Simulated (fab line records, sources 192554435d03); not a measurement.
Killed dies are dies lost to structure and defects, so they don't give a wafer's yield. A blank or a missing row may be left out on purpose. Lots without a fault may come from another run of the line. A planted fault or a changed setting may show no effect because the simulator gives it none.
Chamber matching | flow n5_finfet | N5_BEOL_M6_ALD_77 on ald_metal-02: 4 sister chambers
The step deposits TaN, target thk 2 nm, pulse time 2 s, purge time 3 s. 18 wafers are shown with their chamber, then 9 later ones without.

WAFERS WITH THEIR CHAMBER
wafer  | chamber | heater_power_w (W)
L076.1 | 2       | 456
L076.3 | 0       | 379
L076.6 | 2       | 458
L079.1 | 1       | 384
L079.5 | 0       | 378
L079.6 | 1       | 394
L077.2 | 0       | 379
L077.4 | 3       | 345
L077.6 | 0       | 379
L083.1 | 3       | 349
L083.5 | 3       | 352
L083.6 | 2       | 465
L091.2 | 3       | 341
L091.3 | 2       | 457
L091.5 | 1       | 383
L090.3 | 0       | 382
L090.4 | 1       | 377
L090.6 | 3       | 336

SIGNATURES (means of the wafers above)
reading        | chamber 0 | chamber 1 | chamber 2 | chamber 3 | scatter within a chamber
heater_power_w | 379.40    | 384.50    | 459.00    | 344.60    | 5.14
Rule: a wafer's distance from a chamber is the root of the sum, over the readings, of the square of ((its reading less the chamber's mean) divided by the reading's scatter). The wafer belongs to the nearest chamber; if the next one is less than 2 further off, it can't be placed. The scatter: the root of (the sum of the squares of (reading less its chamber's mean) over the shown wafers, divided by (wafers less chambers)).

WAFERS WITHOUT THEIR CHAMBER
wafer  | heater_power_w (W)
L092.1 | 460
L092.2 | 389
L092.5 | 465
L095.2 | 350
L095.5 | 458
L095.6 | 386
L096.4 | 335
L096.5 | 340
L096.6 | 458

WHICH CHAMBER EACH WENT THROUGH
wafer  | from the rows above     | in truth
L092.1 | 2                       | 2
L092.2 | can't be placed: 1 or 0 | 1
L092.5 | 2                       | 2
L095.2 | 3                       | 3
L095.5 | 2                       | 2
L095.6 | can't be placed: 1 or 0 | 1
L096.4 | 3                       | 3
L096.5 | 3                       | 3
L096.6 | 2                       | 2
Placed correctly: 7 of 9. Can't be placed from these rows: 2 (the true chamber is among the candidates in 2). Placed wrongly: 0.
